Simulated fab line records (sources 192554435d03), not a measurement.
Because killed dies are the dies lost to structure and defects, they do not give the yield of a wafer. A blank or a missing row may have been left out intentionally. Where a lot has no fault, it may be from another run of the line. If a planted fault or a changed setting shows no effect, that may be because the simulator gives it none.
fab line records | flow n5-finfet
[record] lots = 10 | wafers = 30 | last-day = 18
route steps=1938 shown WELL_APT@55 BEOL_M4@1099 BEOL_M5@1114 PASSIVATION@1936
lots that met no fault: taken from a fault-free run of the same line
start-h: hours from the record's first day to the start of the lot's first wafer shown | wait-h: hours from the lot's prior step to this one | " as in the row above | L1.1+2: a single row standing in for several wafers | - either no value or no given start | * or withheld: withheld | < > ~ a bound
route shown NAME@n: a module of which the file shows steps, and the number in the route of the first | usual: mean and standard deviation over wafers with no fault | same: alike in all rows | chamber/n: place in a boat | sites: per-site readings | _std_site: their standard deviation | _edge_site: outer sites' mean less inner sites' | radius-mm: how far each site lies from the wafer's centre | mask NAME#n: copy n | behind: the last tool/chamber to shape the wafer | hold: reason for holding the lot/hours on hold/outcome of the hold | device: which transistor (n, p or np) failed to switch | end of line: tests run on the same wafers once the route is complete | where a step has no rows: the recipe by itself | killed: the dies lost at the first sort to structure and to defects; this is not the yield of the wafer | map: shows each die of a wafer: x if killed, . if not, _ if none is there
set.NAME: the setting the step ran with; set.NAME@STEP: the setting that earlier step ran with | model.NAME: the simulator's own value behind a step, which no gauge read
route steps across a sampled set of lots; one table per step, one row per wafer
services: when a tool's chamber went out of use (start-h, in hours from the record's first day, below 0 if earlier), for how many hours, and the reason
[[steps]]
[step N5_WELL_APT_EPI_41]
[recipe] material = Si | target-thk-a = 500 | temp-c = 650 | precursor = SiH4/H2 | pressure-torr = 20 | time-s = 297.7
[usual] throttle-valve-pct = 11.1/0.49
lot.wafer | tool         | chamber | start-h | wait-h | throttle-valve-pct
L996.1    | epi-rpcvd-04 | 0       | 22.35   | 0.0    | 10.6
L996.3    | "            | 0       | "       | "      | 11.0
L996.5    | "            | 0       | "       | "      | 11.1
L997.2    | epi-rpcvd-04 | 0       | 28.56   | 0.1    | 10.8
L997.5    | "            | 0       | "       | "      | 11.0
L997.6    | "            | 0       | "       | "      | 10.9
L998.2    | epi-rpcvd-03 | 0       | 34.19   | 0.1    | 11.4
L998.3    | "            | 0       | "       | "      | 11.6
L998.6    | "            | 0       | "       | "      | 11.7
L999.2    | epi-rpcvd-04 | 0       | 40.23   | 0.1    | 11.0
L999.3    | "            | 0       | "       | "      | 10.9
L999.6    | "            | 0       | "       | "      | 11.1
L101.1    | epi-rpcvd-04 | 0       | 52.36   | 0.0    | 10.6
L101.4    | "            | 0       | "       | "      | 10.8
L101.5    | "            | 0       | "       | "      | 10.7
L104.1    | epi-rpcvd-03 | 0       | 70.42   | 0.0    | 11.6
L104.3    | "            | 0       | "       | "      | 11.6
L104.5    | "            | 0       | "       | "      | 11.7
L106.3    | epi-rpcvd-03 | 0       | 82.33   | 0.3    | 11.7
L106.5    | "            | 0       | "       | "      | 12.0
L106.6    | "            | 0       | "       | "      | 11.4
L110.2    | epi-rpcvd-04 | 0       | 106.76  | 0.1    | 11.1
L110.4    | "            | 0       | "       | "      | 10.8
L110.5    | "            | 0       | "       | "      | 10.6
L112.3    | epi-rpcvd-04 | 0       | 118.56  | 0.3    | 10.7
L112.5    | "            | 0       | "       | "      | 10.8
L112.6    | "            | 0       | "       | "      | 11.0
L115.3    | epi-rpcvd-04 | 0       | 136.98  | 0.2    | 10.9
L115.5    | "            | 0       | "       | "      | 10.9
L115.6    | "            | 0       | "       | "      | 11.0
[step N5_BEOL_M4_ANNEAL_95]
[recipe] temp-c = 400 | time-s = 240 | ambient = vacuum
[usual] heater-power-w = 822/87
lot.wafer | tool           | chamber | start-h | wait-h | heater-power-w
L996.1    | pvd-sputter-02 | -       | 163.14  | 0.0    | 812
L996.3    | "              | -       | "       | "      | 803
L996.5    | "              | -       | "       | "      | 993
L997.2    | pvd-sputter-02 | -       | 168.95  | 0.0    | 797
L997.5    | "              | -       | "       | "      | 788
L997.6    | "              | -       | "       | "      | 796
L998.2    | pvd-sputter-01 | -       | 184.24  | 0.0    | 686
L998.3    | "              | -       | "       | "      | 865
L998.6    | "              | -       | "       | "      | 684
L999.2    | pvd-sputter-03 | -       | 184.65  | 0.0    | 786
L999.3    | "              | -       | "       | "      | 895
L999.6    | "              | -       | "       | "      | 747
L101.1    | pvd-sputter-02 | -       | 201.18  | 0.0    | 838
L101.4    | "              | -       | "       | "      | 802
L101.5    | "              | -       | "       | "      | 809
L104.1    | pvd-sputter-01 | -       | 217.74  | 0.0    | 880
L104.3    | "              | -       | "       | "      | 709
L104.5    | "              | -       | "       | "      | 866
L106.3    | pvd-sputter-01 | -       | 226.21  | 0.0    | 876
L106.5    | "              | -       | "       | "      | 715
L106.6    | "              | -       | "       | "      | 847
L110.2    | pvd-sputter-02 | -       | 273.37  | 0.0    | 813
L110.4    | "              | -       | "       | "      | 954
L110.5    | "              | -       | "       | "      | 976
L112.3    | pvd-sputter-02 | -       | 278.37  | 0.0    | 813
L112.5    | "              | -       | "       | "      | 812
L112.6    | "              | -       | "       | "      | 975
L115.3    | pvd-sputter-01 | -       | 306.30  | 0.0    | 710
L115.5    | "              | -       | "       | "      | 872
L115.6    | "              | -       | "       | "      | 704
[step N5_BEOL_M4_RC_MEAS_101]
[usual] CJ_N = 4.34/0.085 | CJ_P = 5.78/0.18 | DIBL_N = 36.2/1.6 | DIBL_P = 36.5/1.9 | IOFF_N = 0.158/0.027 | IOFF_P = 0.21/0.038 | ION_N = 675/12 | ION_P = 464/8.9 | RS_PWELL = 3012/20 | SS_N = 71.5/0.61 | SS_P = 73.4/0.59 | VT_N = 250.4/3 | VT_P = -250/3.6
lot.wafer | tool      | chamber | start-h | wait-h | CJ_N | CJ_P | DIBL_N[mV/V] | DIBL_P[mV/V] | IOFF_N[nA/um] | IOFF_P[nA/um] | ION_N[uA/um] | ION_P[uA/um] | RS_PWELL[ohm/sq] | SS_N[mV/dec] | SS_P[mV/dec] | VT_N[mV] | VT_P[mV]
L996.1    | prober-01 | 0       | 164.40  | 0.0    | 4.28 | 5.51 | 37.7         | 38.5         | 0.175         | 0.26          | 683          | 474          | 3005             | 72.3         | 74.0         | 251.0    | -247
L996.3    | "         | 0       | "       | "      | 4.22 | 5.52 | 36.3         | 36.5         | 0.146         | 0.22          | 676          | 472          | 3021             | 71.1         | 73.0         | 251.9    | -250
L996.5    | "         | 0       | "       | "      | 4.27 | 5.63 | 38.5         | 39.0         | 0.194         | 0.27          | 683          | 468          | 3011             | 72.0         | 74.1         | 247.4    | -245
L997.2    | prober-01 | 0       | 170.34  | 0.2    | 4.33 | 5.92 | 35.1         | 35.1         | 0.140         | 0.18          | 670          | 458          | 3001             | 71.4         | 73.4         | 250.7    | -254
L997.5    | "         | 0       | "       | "      | 4.29 | 5.80 | 34.4         | 34.7         | 0.130         | 0.18          | 663          | 461          | 2997             | 70.9         | 73.1         | 255.0    | -254
L997.6    | "         | 0       | "       | "      | 4.28 | 5.56 | 34.1         | 33.3         | 0.114         | 0.16          | 656          | 449          | 3004             | 71.2         | 72.0         | 254.7    | -255
L998.2    | prober-01 | 0       | 185.63  | 0.2    | 4.46 | 5.66 | 36.9         | 36.6         | 0.154         | 0.22          | 666          | 461          | 3044             | 72.4         | 73.5         | 254.4    | -251
L998.3    | "         | 0       | "       | "      | 4.50 | 6.07 | 38.4         | 37.3         | 0.171         | 0.22          | 669          | 461          | 3032             | 71.9         | 74.1         | 251.4    | -252
L998.6    | "         | 0       | "       | "      | 4.55 | 5.73 | 36.7         | 35.5         | 0.148         | 0.20          | 670          | 458          | 3002             | 71.7         | 72.9         | 253.9    | -252
L999.2    | prober-02 | 0       | 186.05  | 0.2    | 4.37 | 5.50 | 34.7         | 34.0         | 0.134         | 0.16          | 658          | 450          | 3016             | 70.6         | 72.6         | 253.2    | -257
L999.3    | "         | 0       | "       | "      | 4.33 | 5.92 | 36.7         | 37.3         | 0.164         | 0.21          | 661          | 457          | 3026             | 71.9         | 73.3         | 253.0    | -250
L999.6    | "         | 0       | "       | "      | 4.36 | 5.77 | 35.4         | 35.1         | 0.147         | 0.17          | 650          | 446          | 3014             | 71.8         | 72.7         | 254.2    | -256
L101.1    | prober-01 | 0       | 202.49  | 0.0    | 4.33 | 5.60 | 37.8         | 37.8         | 0.168         | 0.21          | 684          | 461          | 3011             | 72.0         | 73.6         | 253.7    | -250
L101.4    | "         | 0       | "       | "      | 4.31 | 5.93 | 38.4         | 38.4         | 0.180         | 0.22          | 689          | 461          | 3034             | 71.5         | 74.4         | 249.0    | -250
L101.5    | "         | 0       | "       | "      | 4.33 | 5.76 | 39.3         | 39.3         | 0.192         | 0.24          | 680          | 463          | 3020             | 71.3         | 74.3         | 251.1    | -253
L104.1    | prober-02 | 0       | 218.98  | 0.0    | 3.21 | 4.97 | 38.3         | 38.7         | 0.205         | 0.25          | 703          | 477          | 2844             | 72.5         | 74.0         | 244.7    | -249
L104.3    | "         | 0       | "       | "      | 4.16 | 5.89 | 35.8         | 37.4         | 0.158         | 0.22          | 686          | 467          | 2953             | 71.1         | 73.5         | 250.7    | -249
L104.5    | "         | 0       | "       | "      | 3.00 | 5.00 | 36.1         | 37.7         | 0.177         | 0.24          | 700          | 479          | 2847             | 71.3         | 73.5         | 246.5    | -247
L106.3    | prober-01 | 0       | 227.77  | 0.3    | 4.36 | 5.41 | 34.9         | 35.8         | 0.142         | 0.19          | 671          | 463          | 3014             | 70.5         | 73.5         | 251.0    | -250
L106.5    | "         | 0       | "       | "      | 3.38 | 4.83 | 37.3         | 37.4         | 0.197         | 0.21          | 696          | 466          | 2886             | 71.2         | 73.9         | 244.6    | -250
L106.6    | "         | 0       | "       | "      | 4.48 | 5.39 | 38.2         | 39.0         | 0.209         | 0.25          | 705          | 474          | 3037             | 72.8         | 73.6         | 246.5    | -246
L110.2    | prober-02 | 0       | 275.25  | 0.2    | 4.39 | 5.64 | 37.1         | 37.4         | 0.173         | 0.23          | 671          | 463          | 2993             | 72.1         | 73.3         | 249.0    | -249
L110.4    | "         | 0       | "       | "      | 4.46 | 5.53 | 38.5         | 39.3         | 0.206         | 0.26          | 692          | 472          | 3019             | 72.1         | 73.4         | 246.0    | -246
L110.5    | "         | 0       | "       | "      | 4.32 | 5.83 | 34.4         | 34.7         | 0.120         | 0.17          | 666          | 460          | 3004             | 70.2         | 72.3         | 255.4    | -254
L112.3    | prober-01 | 0       | 279.92  | 0.3    | 4.50 | 5.82 | 36.6         | 37.1         | 0.172         | 0.21          | 666          | 463          | 2987             | 72.4         | 72.5         | 249.4    | -252
L112.5    | "         | 0       | "       | "      | 4.45 | 5.78 | 37.2         | 37.6         | 0.176         | 0.22          | 669          | 458          | 3011             | 72.7         | 74.3         | 250.6    | -252
L112.6    | "         | 0       | "       | "      | 4.27 | 5.77 | 35.2         | 36.7         | 0.142         | 0.20          | 673          | 462          | 3002             | 71.5         | 73.6         | 252.4    | -253
L115.3    | prober-02 | 0       | 307.86  | 0.3    | 4.33 | 5.97 | 38.4         | 36.8         | 0.179         | 0.26          | 673          | 468          | 3016             | 72.1         | 73.3         | 249.6    | -247
L115.5    | "         | 0       | "       | "      | 4.34 | 5.85 | 37.6         | 36.5         | 0.163         | 0.25          | 666          | 467          | 2996             | 72.0         | 74.1         | 249.4    | -247
L115.6    | "         | 0       | "       | "      | 4.25 | 5.67 | 37.1         | 35.7         | 0.161         | 0.22          | 658          | 457          | 2972             | 72.8         | 73.2         | 253.0    | -247
[step N5_BEOL_M5_THK_MEAS_01]
[recipe] reads = SiCOH_lowk_of_BEOL_M5_ILD_DEP_00
[usual] M5_ILD_THK = 121.4/1.8
lot.wafer | tool          | chamber | start-h | wait-h | M5_ILD_THK[nm]
L996.1    | film-metro-01 | -       | 165.94  | 0.4    | 118.7
L996.3    | "             | -       | "       | "      | 120.5
L996.5    | "             | -       | "       | "      | 121.0
L997.2    | film-metro-01 | -       | 171.72  | 0.4    | 118.4
L997.5    | "             | -       | "       | "      | 124.0
L997.6    | "             | -       | "       | "      | 121.1
L998.2    | film-metro-01 | -       | 187.02  | 0.4    | 118.8
L998.3    | "             | -       | "       | "      | 118.4
L998.6    | "             | -       | "       | "      | 121.0
L999.2    | film-metro-01 | -       | 187.50  | 0.4    | 117.8
L999.3    | "             | -       | "       | "      | 120.2
L999.6    | "             | -       | "       | "      | 120.7
L101.1    | film-metro-02 | -       | 204.03  | 0.4    | 121.0
L101.4    | "             | -       | "       | "      | 123.4
L101.5    | "             | -       | "       | "      | 123.0
L104.1    | film-metro-01 | -       | 220.52  | 0.4    | 120.1
L104.3    | "             | -       | "       | "      | 121.2
L104.5    | "             | -       | "       | "      | 123.3
L106.3    | film-metro-02 | -       | 229.01  | 0.3    | 121.3
L106.5    | "             | -       | "       | "      | 120.5
L106.6    | "             | -       | "       | "      | 121.4
L110.2    | film-metro-02 | -       | 276.64  | 0.4    | 121.3
L110.4    | "             | -       | "       | "      | 122.3
L110.5    | "             | -       | "       | "      | 121.6
L112.3    | film-metro-01 | -       | 281.14  | 0.3    | 117.3
L112.5    | "             | -       | "       | "      | 119.2
L112.6    | "             | -       | "       | "      | 121.3
L115.3    | film-metro-02 | -       | 309.09  | 0.3    | 121.1
L115.5    | "             | -       | "       | "      | 119.9
L115.6    | "             | -       | "       | "      | 121.5
[step N5_BEOL_M5_HM_DEP_02]
[recipe] material = TiN | target-thk-a = 200 | temp-c = 25 | chamber-pressure-pa = 0.49996
[usual] throttle-valve-pct = 30.2/0.68
lot.wafer | tool           | chamber | start-h | wait-h | throttle-valve-pct
L996.1    | pvd-sputter-02 | -       | 166.53  | 0.5    | 29.4
L996.3    | "              | -       | "       | "      | 29.8
L996.5    | "              | -       | "       | "      | 29.8
L997.2    | pvd-sputter-03 | -       | 173.74  | 2.0    | 30.0
L997.5    | "              | -       | "       | "      | 28.8
L997.6    | "              | -       | "       | "      | 29.8
L998.2    | pvd-sputter-02 | -       | 188.17  | 1.1    | 29.6
L998.3    | "              | -       | "       | "      | 29.9
L998.6    | "              | -       | "       | "      | 30.1
L999.2    | pvd-sputter-03 | -       | 188.50  | 0.9    | 29.0
L999.3    | "              | -       | "       | "      | 29.2
L999.6    | "              | -       | "       | "      | 30.1
L101.1    | pvd-sputter-01 | -       | 204.46  | 0.4    | 30.9
L101.4    | "              | -       | "       | "      | 29.4
L101.5    | "              | -       | "       | "      | 30.8
L104.1    | pvd-sputter-01 | -       | 222.92  | 2.3    | 30.7
L104.3    | "              | -       | "       | "      | 29.3
L104.5    | "              | -       | "       | "      | 31.2
L106.3    | pvd-sputter-02 | -       | 229.31  | 0.2    | 30.9
L106.5    | "              | -       | "       | "      | 30.0
L106.6    | "              | -       | "       | "      | 29.6
L110.2    | pvd-sputter-01 | -       | 278.47  | 1.8    | 31.0
L110.4    | "              | -       | "       | "      | 30.9
L110.5    | "              | -       | "       | "      | 31.1
L112.3    | pvd-sputter-02 | -       | 281.61  | 0.4    | 29.9
L112.5    | "              | -       | "       | "      | 30.6
L112.6    | "              | -       | "       | "      | 30.6
L115.3    | pvd-sputter-02 | -       | 309.62  | 0.5    | 30.8
L115.5    | "              | -       | "       | "      | 30.8
L115.6    | "              | -       | "       | "      | 29.8
[step N5_PASSIVATION_PROBE_49]
[usual] defect-limited-yield = 91.3/1.7 | killed_at_M0_to_M3 = 33/11 | killed_at_M4_up = 14/5.5 | killed-at-contacts = 13/6.5 | killed-at-front-end = 39/13 | killed-at-other = 3.4/2.9 | killed-dies = 103/20 | killed-open = 69/15 | killed-short = 32/8.1 | sort_bin_5_function = 5.1/1.1 | sort_bin_6_memory = 3.3/0.74 | sort_bin_8_speed = 0.00/0.014 | sort-n-pass = 1077/20 | sort-yield-pct = 91.3/1.7
[same] gross-dies = 1180 | killed-at-back-side = 0 | sort_bin_4_leakage[%] = 0
lot.wafer | tool      | chamber | start-h | wait-h | defect-limited-yield[%] | killed_at_M0_to_M3 | killed_at_M4_up | killed-at-contacts | killed-at-front-end | killed-at-other | killed-dies | killed-open | killed-short | sort_bin_5_function[%] | sort_bin_6_memory[%] | sort_bin_8_speed[%] | sort-n-pass | sort-yield-pct[%]
L110.5    | prober-01 | -       | 378.34  | 0.2    | 90.8                    | 34                 | 9               | 18                 | 42                  | 5               | 108         | 82          | 26           | 4.7                    | 4.2                  | 0                   | 1072        | 90.8
// killed by level:class
L110.5 MOL_CONTACT_COAG:geometric-particle:open=15 FIN_SAQP:geometric-particle:open=12 BEOL_M2:geometric-particle:open=10 BEOL_M0_SAQP:geometric-particle:open=8 BEOL_M0_SAQP:geometric-particle:short=7 FIN_SAQP:geometric-particle:short=6 DUMMY_GATE:geometric-particle:open=5 STARTING-WAFER:geometric-particle:open=5
[[services]]
tool           | chamber | start-h | hours | kind
epi-rpcvd-03   | -       | 2.14    | 2.8   | pm
epi-rpcvd-03   | -       | 55.04   | 8.1   | pm
pvd-sputter-03 | -       | 66.02   | 4.1   | repair
pvd-sputter-02 | -       | 97.81   | 1.0   | repair
pvd-sputter-03 | -       | 102.99  | 3.6   | repair
pvd-sputter-02 | -       | 151.48  | 2.4   | repair
epi-rpcvd-03   | -       | 224.79  | 0.9   | repair
[[key]]
[first-sign] step = N5_BEOL_M4_RC_MEAS_101 | reading = CJ_N | direction = down | sigmas = 13 | usual = 4.34 | struck = 3.20
[effect] step = N5_BEOL_M4_RC_MEAS_101 | reading = RS_PWELL | direction = down | sigmas = 7.4 | usual = 3012 | struck = 2859
[effect] step = N5_BEOL_M4_RC_MEAS_101 | reading = CJ_P | direction = down | sigmas = 4.6 | usual = 5.78 | struck = 4.93
met-at N5_WELL_APT_EPI_41
struck-lots L104,L106
struck-wafers L104.1,L104.5,L106.5
not-acting-at N5_BEOL_M4_ANNEAL_95,N5_BEOL_M5_THK_MEAS_01,N5_BEOL_M5_HM_DEP_02
onset-between 34.19 70.42
[fault] kind = process-parameter-drift | tool = epi-rpcvd-03 | chamber = - | onset-h = 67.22 | steps = N5_WELL_APT_EPI_41 | channel = target-thk-a | offset = * | shape = step | end-h = 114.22 | scope = struck-wafers-only | acts-in = * | stated = *
